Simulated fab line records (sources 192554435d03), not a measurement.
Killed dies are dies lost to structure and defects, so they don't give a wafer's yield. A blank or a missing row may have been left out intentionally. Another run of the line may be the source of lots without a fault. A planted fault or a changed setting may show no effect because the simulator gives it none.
fab line records ; flow n5Finfet
record lots=6; wafers=18; lastDay=18
route steps=1938 shown BEOL_M1@771
lots untouched by any fault: they come from a run of this same line in which no faults occurred
startH: start of the lot's first displayed wafer, in hours after the record's first day ; waitH: time in hours since the lot's previous step ; " repeats the value in the row above ; L1.1+2: a row that stands for several wafers ; - no value present, or no start provided ; * or withheld: withheld ; < > ~ a bound
route shown NAME@n: names a module that has steps shown in the file, with the first one's number in the route ; usual: mean/standard deviation of fault-free wafers ; same: alike in all rows ; chamber/n: place in a boat ; sites: each site's reading ; _std_site: the standard deviation of these ; _edge_site: mean of outer sites minus mean of inner sites ; radiusMm: how far each site lies from the wafer's centre ; mask NAME#n: copy n ; behind: tool/chamber where the wafer was last shaped ; hold: what put the lot on hold/how long, in hours/how the hold closed ; device: names the non-switching transistor (n, p or np) ; end of line: the tests these same wafers got at the end of their route ; where a step has no rows: the recipe by itself ; killed: dies that structure and defects cost at the first sort, which is not the same as the wafer's yield ; map: shows each die of a wafer: x if killed, . if not, _ if none is there
set.NAME: the run value of the setting; set.NAME@STEP: its run value at that earlier step ; model.NAME: the simulator's own value behind a step, which no gauge read
lots at some steps of the route; a table a step, a row a wafer
services: the hour from which a tool's chamber was out of use, counted from the record's first day as startH (under 0 if before that day), plus the number of hours and why
## steps
# step N5_BEOL_M1_STRIP_65
# recipe chemistry=N2/H2; tempC=40; n2FlowSccm=200; h2FlowSccm=200; rfFrequencyHz=6e+07
# step N5_BEOL_M1_STRIP_75
# recipe chemistry=N2/H2; tempC=40; n2FlowSccm=200; h2FlowSccm=200; rfFrequencyHz=6e+07
# step N5_BEOL_M1_STRIP_66
# recipe chemistry=CF4; resist=SiARC; powerW=300; biasPowerW=75; pressureMtorr=50; cf4FlowSccm=150; rfFrequencyHz=6e+07
# usual chamberPressureMTorr=50.01/0.048; drypumpMotorCurrentA=5.4/0.5; oesProductAu=0.74/0.046; rfVppV=270.3/1.5; showerheadPlenumPTorr=1.76/0.062; throttleValvePct=13.60/0.18
lot.wafer;tool;chamber;startH;waitH;chamberPressureMTorr;drypumpMotorCurrentA;oesProductAu;rfHoursCounterH;rfVppV;showerheadPlenumPTorr;throttleValvePct
L702.1;rieDiel-06;1;191.13;0.0;49.99;4.9;0.76;147;269.5;1.73;13.65
L702.5;rieDiel-06;2;191.13;0.0;50.04;5.0;0.73;-;269.8;1.73;13.63
L702.6;rieDiel-06;3;191.13;0.0;49.95;5.6;0.67;-;267.5;1.70;13.60
L708.1;rieDiel-06;3;229.61;0.0;50.03;5.6;0.66;245;268.5;1.69;13.61
L708.4;rieDiel-06;1;229.61;0.0;50.03;5.0;0.75;158;268.4;1.73;13.67
L708.6;rieDiel-06;0;229.61;0.0;49.97;5.5;0.71;-;271.7;1.79;13.88
L709.1;rieDiel-06;2;232.87;0.0;50.07;5.0;0.73;170;270.1;1.73;13.66
L709.3;rieDiel-06;0;232.87;0.0;50.04;5.5;0.71;173;271.1;1.79;13.89
L709.5;rieDiel-06;0;232.87;0.0;50.03;5.5;0.71;-;270.3;1.79;13.91
L711.1;rieDiel-01;1;238.42;0.0;49.97;4.7;0.69;209;271.9;1.85;13.88
L711.5;rieDiel-01;0;238.42;0.0;49.99;5.4;0.76;-;269.0;1.67;13.41
L711.6;rieDiel-01;1;238.42;0.0;49.99;4.7;0.69;-;272.2;1.85;13.87
L712.2;rieDiel-06;2;244.99;0.0;50.01;5.0;0.72;174;269.7;1.73;13.65
L712.4;rieDiel-06;3;244.99;0.0;50.03;5.5;0.66;249;269.4;1.69;13.64
L712.6;rieDiel-06;2;244.99;0.0;50.02;5.0;0.72;-;270.1;1.72;13.66
L714.1;rieDiel-01;0;259.38;0.0;49.95;5.4;0.76;136;270.0;1.66;13.44
L714.4;rieDiel-01;1;259.38;0.0;50.01;4.7;0.69;-;271.6;1.84;13.88
L714.6;rieDiel-01;2;259.38;0.0;49.93;6.3;0.70;-;271.6;1.78;13.54
# step N5_BEOL_M1_HM_OPEN_17
# recipe chemistry=Cl2/BCl3; targetDepthA=200; overetchA=60; target=TiN; maskMaterial=SOC; ionEnergyEv=150; pressureMtorr=10; icpW=1000; biasW=126; Cl2_flow_sccm=53.25; bcl3FlowSccm=21.75; Ar_flow_sccm=25
# usual chamberPressureMTorr=10.000/0.0096; drypumpMotorCurrentA=5.6/0.43; oesProductAu=0.67/0.087; throttleValvePct=22.27/0.24
lot.wafer;tool;chamber;startH;waitH;chamberPressureMTorr;drypumpMotorCurrentA;oesProductAu;rfHoursCounterH;throttleValvePct
L702.1;rieMetal-02;0;191.17;0.0;10.010;5.2;0.73;19;21.95
L702.5;rieMetal-02;0;191.17;0.0;9.997;5.1;0.73;-;21.96
L702.6;rieMetal-02;1;191.17;0.0;10.004;6.3;0.70;-;21.94
L708.1;rieMetal-01;1;229.65;0.0;10.006;5.7;0.59;86;22.39
L708.4;rieMetal-01;0;229.65;0.0;10.007;5.1;0.79;-;22.45
L708.6;rieMetal-01;0;229.65;0.0;10.002;5.1;0.79;-;22.44
L709.1;rieMetal-03;1;232.91;0.0;10.005;6.0;0.71;28;22.49
L709.3;rieMetal-03;1;232.91;0.0;9.992;6.0;0.70;-;22.50
L709.5;rieMetal-03;1;232.91;0.0;10.001;6.0;0.70;-;22.50
L711.1;rieMetal-03;1;238.46;0.0;10.021;6.0;0.70;29;22.49
L711.5;rieMetal-03;1;238.46;0.0;9.983;6.0;0.69;-;22.49
L711.6;rieMetal-03;0;238.46;0.0;10.007;5.5;0.62;-;22.33
L712.2;rieMetal-01;0;245.03;0.0;9.995;5.1;0.77;7;22.45
L712.4;rieMetal-01;1;245.03;0.0;10.006;5.8;0.58;-;22.39
L712.6;rieMetal-01;1;245.03;0.0;9.985;5.8;0.57;-;22.39
L714.1;rieMetal-03;0;259.43;0.0;9.999;5.5;0.63;60;22.33
L714.4;rieMetal-03;1;259.43;0.0;9.997;6.0;0.69;-;22.51
L714.6;rieMetal-03;1;259.43;0.0;9.991;6.0;0.70;-;22.49
# step N5_BEOL_M1_STRIP_19
# recipe chemistry=O2; powerW=400; tempC=40; pressureMtorr=30; rfFrequencyHz=6e+07; biasPowerW=0; overashFraction=0.2; o2FlowSccm=225
# usual chamberPressureMTorr=29.996/0.027; drypumpMotorCurrentA=5.5/0.51; o2FlowSccm=224.9/0.66; oesProductAu=0.76/0.052; rfVppV=3.7/0.46; showerheadPlenumPTorr=2.06/0.083; throttleValvePct=16.62/0.17
lot.wafer;tool;chamber;startH;waitH;chamberPressureMTorr;drypumpMotorCurrentA;o2FlowSccm;oesProductAu;rfHoursCounterH;rfVppV;showerheadPlenumPTorr;throttleValvePct
L702.1;rieDiel-01;2;191.43;0.2;29.981;6.3;224.4;0.73;161;2.9;2.10;16.58
L702.5;rieDiel-01;3;191.43;0.2;29.960;5.7;226.4;0.70;-;3.5;2.06;16.73
L702.6;rieDiel-01;2;191.43;0.2;30.034;6.3;224.8;0.72;-;3.3;2.10;16.58
L708.1;rieDiel-02;0;229.79;0.1;29.991;5.3;226.5;0.87;61;4.0;2.22;16.39
L708.4;rieDiel-02;2;229.79;0.1;29.987;5.1;225.2;0.74;174;3.5;1.99;16.57
L708.6;rieDiel-02;2;229.79;0.1;29.987;5.1;225.2;0.74;-;3.5;1.99;16.57
L709.1;rieDiel-01;1;233.11;0.2;29.981;4.7;224.6;0.70;207;4.5;2.16;16.92
L709.3;rieDiel-01;2;233.11;0.2;29.990;6.3;225.6;0.71;174;3.9;2.09;16.59
L709.5;rieDiel-01;1;233.11;0.2;29.984;4.7;225.6;0.69;-;3.2;2.16;16.91
L711.1;rieDiel-02;3;238.57;0.1;30.052;5.9;225.6;0.76;158;3.1;2.10;16.66
L711.5;rieDiel-02;2;238.57;0.1;29.995;5.1;224.6;0.75;-;3.0;1.99;16.58
L711.6;rieDiel-02;1;238.57;0.1;30.005;6.3;225.8;0.76;-;3.9;2.01;16.55
L712.2;rieDiel-02;3;245.14;0.1;29.988;5.9;224.1;0.75;160;3.4;2.10;16.65
L712.4;rieDiel-02;0;245.14;0.1;30.039;5.3;224.8;0.85;66;3.7;2.22;16.37
L712.6;rieDiel-02;1;245.14;0.1;29.974;6.3;224.5;0.76;-;3.8;2.00;16.53
L714.1;rieDiel-06;0;259.57;0.1;29.976;5.5;224.0;0.72;182;3.5;2.08;16.97
L714.4;rieDiel-06;0;259.57;0.1;29.968;5.5;225.3;0.71;-;3.2;2.08;16.98
L714.6;rieDiel-06;2;259.57;0.1;29.975;5.0;224.0;0.73;-;3.3;1.99;16.67
# step N5_BEOL_M1_CD_MEAS_18
# recipe pitchNm=36; targetCdNm=18
# usual cdNm=17.93/0.28
lot.wafer;tool;chamber;startH;waitH;cdNm
L702.1;cdSem-01;-;191.50;0.0;17.84
L702.5;cdSem-01;-;191.50;0.0;17.74
L702.6;cdSem-01;-;191.50;0.0;17.80
L708.1;cdSem-03;-;229.86;0.0;18.11
L708.4;cdSem-03;-;229.86;0.0;18.14
L708.6;cdSem-03;-;229.86;0.0;17.64
L709.1;cdSem-03;-;233.18;0.0;18.19
L709.3;cdSem-03;-;233.18;0.0;17.41
L709.5;cdSem-03;-;233.18;0.0;17.44
L711.1;cdSem-03;-;238.64;0.0;18.03
L711.5;cdSem-03;-;238.64;0.0;18.08
L711.6;cdSem-03;-;238.64;0.0;18.08
L712.2;cdSem-01;-;245.21;0.1;18.68
L712.4;cdSem-01;-;245.21;0.1;18.03
L712.6;cdSem-01;-;245.21;0.1;18.21
L714.1;cdSem-01;-;259.64;0.0;17.88
L714.4;cdSem-01;-;259.64;0.0;17.34
L714.6;cdSem-01;-;259.64;0.0;17.55
# step N5_BEOL_M1_COAT_67
# recipe resist=SOC; tempC=250; timeS=60; spinRpm=1500; resistThkNm=60
# step N5_BEOL_M1_COAT_68
# recipe resist=SiARC; tempC=220; timeS=60; spinRpm=1500; resistThkNm=12
# step N5_BEOL_M1_COAT_76
# recipe resist=underlayer; tempC=205; timeS=60; spinRpm=1500; resistThkNm=5
# step N5_BEOL_M1_COAT_22
# recipe resist=CAR-EUV; spinRpm=1500; resistThkNm=30
# step N5_BEOL_M1_EBR_24
# recipe solvent=PGMEA; ebrWidthMm=1.5
# step N5_BEOL_M1_SOFTBAKE_23
# recipe tempC=110; timeS=60; resist=CAR-EUV
# step N5_BEOL_M1_EXPOSE_25
# recipe maskId=V0; na=0.33; sourceShape=quasar; sigmaInner=0.2; sigmaOuter=0.8; polarization=unpolarized; defocusNm=5; targetCdNm=24; doseMj=63
# usual dipoleOpeningDeg=30/0; exposureDoseMJCm2=63.00/0.057; na=0.33/0
lot.wafer;tool;chamber;startH;waitH;mask;dipoleOpeningDeg;exposureDoseMJCm2;na
L702.1;euvScanner-02;0;191.80;-;V0#0;30;63.04;0.33
L702.5;euvScanner-02;0;191.80;-;V0#0;30;63.09;0.33
L702.6;euvScanner-02;0;191.80;-;V0#0;30;63.02;0.33
L708.1;euvScanner-02;-;230.03;-;V0#0;-;-;-
L708.4;euvScanner-02;-;230.03;-;V0#0;-;-;-
L708.6;euvScanner-02;-;230.03;-;V0#0;-;-;-
L709.1;euvScanner-01;-;233.48;-;V0#0;-;-;-
L709.3;euvScanner-01;-;233.48;-;V0#0;-;-;-
L709.5;euvScanner-01;-;233.48;-;V0#0;-;-;-
L711.1;euvScanner-01;0;238.82;-;V0#0;30;62.99;0.33
L711.5;euvScanner-01;0;238.82;-;V0#0;30;63.04;0.33
L711.6;euvScanner-01;0;238.82;-;V0#0;30;62.96;0.33
L712.2;euvScanner-01;0;245.40;-;V0#0;30;63.01;0.33
L712.4;euvScanner-01;0;245.40;-;V0#0;30;63.00;0.33
L712.6;euvScanner-01;0;245.40;-;V0#0;30;62.94;0.33
L714.1;euvScanner-01;0;259.82;-;V0#0;30;63.01;0.33
L714.4;euvScanner-01;0;259.82;-;V0#0;30;63.06;0.33
L714.6;euvScanner-01;0;259.82;-;V0#0;30;62.98;0.33
# step N5_BEOL_M1_PEB_26
# recipe pebTempC=100; pebTimeS=60; resist=CAR-EUV
## services
tool;chamber;startH;hours;kind
rieMetal-01;0;170.61;11.9;repair
rieMetal-02;1;187.87;1.7;repair
euvScanner-01;0;207.81;-;calibration
euvScanner-01;-;209.69;0.2;repair
euvScanner-01;-;210.00;1.0;pm
euvScanner-02;-;211.03;4.6;pm
euvScanner-01;-;215.63;4.6;pm
rieMetal-03;0;215.64;3.2;repair
euvScanner-02;-;220.23;1.0;pm
rieMetal-02;0;223.35;4.1;repair
rieMetal-03;0;224.56;9.9;repair
rieDiel-01;2;235.65;2.4;repair
rieDiel-01;3;236.99;5.4;repair
euvScanner-02;-;242.27;17.3;pm
rieDiel-01;3;242.70;-;clean
rieDiel-01;3;242.70;-;consumableReplace:esc
rieDiel-01;3;242.70;-;consumableReplace:focusRing
rieDiel-01;3;242.70;18.6;scheduledDown
rieDiel-06;3;247.21;-;clean
rieDiel-06;3;247.21;-;consumableReplace:focusRing
rieDiel-06;3;247.21;-;consumableReplace:showerhead
rieDiel-06;3;247.21;23.3;scheduledDown
rieDiel-06;3;247.21;23.3;ventCycle
rieMetal-02;0;258.04;13.5;repair
## key
firstSign step=N5_BEOL_M1_EXPOSE_25; reading=toolRecord; direction=missing
effect none on later readings
metAt N5_BEOL_M1_EXPOSE_25
struckWafers L708.1,L708.4,L708.6,L709.1,L709.3,L709.5
laterRowsLeftOut L708.1,L708.4,L708.6,L709.1,L709.3,L709.5
sortLeftOut L708.1,L708.4,L708.6,L709.1,L709.3,L709.5
onsetBetween 191.80 230.03
fault kind=skippedStepWhole; tool=euvScanner-01,euvScanner-02; chamber=-; onsetH=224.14; steps=N5_BEOL_M1_EXPOSE_25; scope=struckLotsOnly
# sortLeftOut: the simulated sort isn't trusted on such a fault, so these wafers' sort isn't shown, and their yield isn't known
# laterRowsLeftOut: the simulator's readings of these wafers behind a module that went badly wrong aren't trusted and aren't shown, but for the sort
